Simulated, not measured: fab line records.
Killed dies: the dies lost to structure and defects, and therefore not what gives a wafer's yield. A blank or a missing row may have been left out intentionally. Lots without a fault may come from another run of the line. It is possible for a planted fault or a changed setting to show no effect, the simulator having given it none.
Chamber matching | flow n5-finfet | N5_DUMMY_GATE_DESCUM_20 on rie-diel-05: 4 sister chambers
The step chemistry O2, time 6.2 s. 7 wafers are shown with their chamber, then 7 later ones without.

WAFERS, EACH WITH ITS CHAMBER
wafer  | chamber | oes-product-au (a.u.) | showerhead-plenum-p-Torr (Torr)
L355.3 | 1       | 0.85                  | 2.13
L359.1 | 2       | 0.95                  | 2.15
L360.4 | 0       | 0.72                  | 2.08
L360.5 | 3       | 0.77                  | 2.10
L360.6 | 2       | 0.95                  | 2.15
L362.1 | 0       | 0.71                  | 2.08
L362.2 | 3       | 0.76                  | 2.09

WAFERS MISSING THEIR CHAMBER
wafer  | oes-product-au (a.u.) | showerhead-plenum-p-Torr (Torr)
L362.4 | 0.92                  | 2.15
L374.1 | 0.90                  | 2.14
L374.2 | 0.74                  | 2.09
L374.4 | 0.70                  | 2.08
L375.2 | 0.69                  | 2.08
L375.4 | 0.75                  | 2.08
L375.5 | 0.90                  | 2.14

EACH ONE'S CHAMBER
wafer  | from the rows above     | in truth
L362.4 | 2                       | 2
L374.1 | can't be placed: 2 or 1 | 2
L374.2 | can't be placed: 3 or 0 | 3
L374.4 | 0                       | 0
L375.2 | 0                       | 0
L375.4 | can't be placed: 3 or 0 | 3
L375.5 | can't be placed: 2 or 1 | 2
Correctly placed: 3 of 7. Unplaceable from these rows: 4, with the true chamber sitting among the candidates in 4. Placed wrongly: 0.
How it was worked out, from the rows above alone: a wafer's distance from a chamber is the root of the sum, over the readings, of the square of ((its reading less the chamber's mean) divided by the reading's scatter). If the next closest chamber is less than 2 further off than the closest, the wafer can't be placed; otherwise it belongs to the closest. The mean given for a chamber averages the wafers shown for that chamber. The scatter: the root of (the sum of the squares of (reading less its chamber's mean) over the shown wafers, divided by (wafers less chambers)).
